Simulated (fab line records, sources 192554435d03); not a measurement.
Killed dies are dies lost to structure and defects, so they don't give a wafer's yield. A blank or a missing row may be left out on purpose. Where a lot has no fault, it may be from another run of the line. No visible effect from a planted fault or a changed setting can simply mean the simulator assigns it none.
Struck lot and sound lot, side by side || flow n5-finfet || 26 out of 1938 route steps
Sound: wafers L759.1, L759.3, L759.6. Wafers L774.1, L774.4, L774.5 were the ones struck. The cause is named last.
Each step with rows lists, per side, the tool, then ch with its chambers, then its first start. Under that, the readings that differ: sound wafers || struck wafers || difference of the means || sigmas: that difference in standard deviations of wafers without a fault.
alike: readings with means less than 2 such deviations apart, plus words and numbers identical on both sides. not compared: withheld readings, readings lacking a value on some wafer, bounds such as >300 that could conceal the same value, and numbers that have no deviation in the record and whose values overlap.
A row with sigmas, a row that says differs or no value, or rows on one side alone: a step with any of these is where the two part. When numbers do not overlap yet have no deviation, they are printed without sigmas and do not part them. A reading missing from all wafers of one side parts the sides only when that side holds two or more wafers.

first, 4 steps without rows for these wafers: N5_ZERO_LAYER_EXPOSE_08 (exposes mask ZERO, defocus 0 nm, target cd 2000 nm); N5_ZERO_LAYER_PEB_09; N5_ZERO_LAYER_DEVELOP_10 (develop time 60 s); N5_ZERO_LAYER_HARDBAKE_23 (time 120 s).
N5_ZERO_LAYER_CD_MEAS_11: the cd target is 2000 nm.
  sound on cd-sem-01 ch 0, day 2 12:52; struck on cd-sem-03 ch 0, day 6 06:58
  alike: cd-nm
N5_ZERO_LAYER_DESCUM_16: chemistry O2, time 7.9 s.
  sound on rie-diel-02 ch 0,1,3, day 2 12:54; struck on rie-diel-06 ch 0,1, day 6 07:17
  alike: drypump-motor-current-A, oes-product-au, rf-vpp-V, showerhead-plenum-p-Torr, throttle-valve-pct
  not compared: rf-hours-counter-h
N5_ZERO_LAYER_ETCH_17: etches SiO2 in CF4, target depth 12 nm, time 13.3 s.
  sound on rie-diel-02 ch 0,1,3, day 2 12:56; struck on rie-diel-06 ch 0,1, day 6 07:19
  alike: drypump-motor-current-A, oes-product-au, rf-vpp-V, showerhead-plenum-p-Torr, throttle-valve-pct
  not compared: rf-hours-counter-h
N5_ZERO_LAYER_ETCH_18: etches Si in HBr/Cl2, target depth 120 nm, time 40 s.
  sound on rie-si-03 ch 1,2, day 2 13:01; struck on rie-si-06 ch 0,1,2, day 6 07:23
  alike: HBr_flow_sccm, drypump-motor-current-A, oes-product-au, throttle-valve-pct
  not compared: rf-hours-counter-h
N5_ZERO_LAYER_STRIP_24: strips in O2.
  sound on plasma-asher-01 ch 0,1, day 2 13:07; struck on plasma-asher-02 ch 0,1, day 6 07:29
{"reading": "oes-product-au (a.u.)", "sound": "0.651 0.654 0.647", "struck": "0.649 0.639 0.637", "difference": -0.009, "sigmas": -2}
  alike: drypump-motor-current-A, heater-power-w, strip-time-to-endpoint-s
  not compared: rf-hours-counter-h
then, 1 step without rows for these wafers: N5_ZERO_LAYER_STRIP_19 (strips in SPM, time 900 s).
N5_ZERO_LAYER_INSPECT_20: inspects for defects (darkfield).
  sound on defect-inspect-02, day 2 13:28; struck on defect-inspect-01, day 6 07:51
  alike: raw-defect-count
then, 1 step without rows for these wafers: N5_WELL_APT_HMDS_01 (time 60 s).
N5_WELL_APT_COAT_02: resist thk 950 nm.
  sound on litho-track-01 ch 0, day 2 13:31; struck on litho-track-04 ch 0, day 6 07:54
{"reading": "spin-speed-rpm (rpm)", "sound": "1357.7 1357.3 1357.6", "struck": "1485.2 1487.4 1484.3", "difference": "+128.1", "sigmas": "+99 or more"}
{"reading": "model.coat_of_WELL_APT_COAT_02.thk-nm (nm)", "sound": "950.5 948.4 948.8", "struck": "909.9 910.2 912.7", "difference": -38.3, "sigmas": ""}
then, 6 steps without rows for these wafers: N5_WELL_APT_EBR_04; N5_WELL_APT_SOFTBAKE_03 (time 60 s); N5_WELL_APT_EXPOSE_05 (exposes mask NWELL, defocus 0 nm, target cd 200 nm); N5_WELL_APT_PEB_06 (peb time 90 s); N5_WELL_APT_DEVELOP_07 (develop time 45 s); N5_WELL_APT_HARDBAKE_12 (time 120 s).
N5_WELL_APT_CD_MEAS_08: the cd target is 200 nm.
  sound on cd-sem-01 ch 0, day 2 13:47; struck on cd-sem-02 ch 0, day 6 08:17
{"reading": "cd-nm (nm)", "sound": "194.7 194.8 196.6", "struck": "203.5 201.5 204.3", "difference": "+7.7", "sigmas": "+3"}
N5_WELL_APT_OVL_MEAS_09:
  sound on overlay-02 ch 0, day 2 13:49; struck on overlay-01 ch 0, day 6 08:19
  alike: NWELL_OVL
N5_WELL_APT_INSPECT_10: inspects for defects (macro).
  sound on defect-inspect-01, day 2 13:50; struck on defect-inspect-01, day 6 08:20
  alike: raw-defect-count
N5_WELL_APT_DESCUM_13: chemistry O2, time 7.9 s.
  sound on rie-diel-04 ch 0,1,2, day 2 14:08; struck on rie-diel-03 ch 1,3, day 6 08:23
{"reading": "model.coat_of_WELL_APT_COAT_02.thk-nm (nm)", "sound": "932.3 930.3 930.7", "struck": "891.7 892.1 894.5", "difference": -38.3, "sigmas": ""}
  alike: drypump-motor-current-A, oes-product-au, rf-vpp-V, showerhead-plenum-p-Torr, throttle-valve-pct
  not compared: rf-hours-counter-h
then, 1 step without rows for these wafers: N5_WELL_APT_IMPLANT_14.
-- record jumps: 11 days separate the struck wafers' starts on either side; left off in module WELL_APT, taken up again in module BEOL_M4, whose first shown step is the route's number 1111 --
N5_BEOL_M4_RC_MEAS_101:
  sound on prober-02 ch 0, day 12 16:43; struck on prober-01 ch 0, day 17 04:20
  alike: DIBL_N, DIBL_P, IOFF_N, IOFF_P, ION_N, ION_P, SS_N, SS_P, VT_N, VT_P
N5_PASSIVATION_PROBE_49:
  sound wafers here have rows in the record (prober-01, day 16 16:52); struck ones have none

WHERE THEY PART
Earliest at N5_ZERO_LAYER_STRIP_24; latest, in this record, at N5_PASSIVATION_PROBE_49.

WHY: the cause the simulator had injected
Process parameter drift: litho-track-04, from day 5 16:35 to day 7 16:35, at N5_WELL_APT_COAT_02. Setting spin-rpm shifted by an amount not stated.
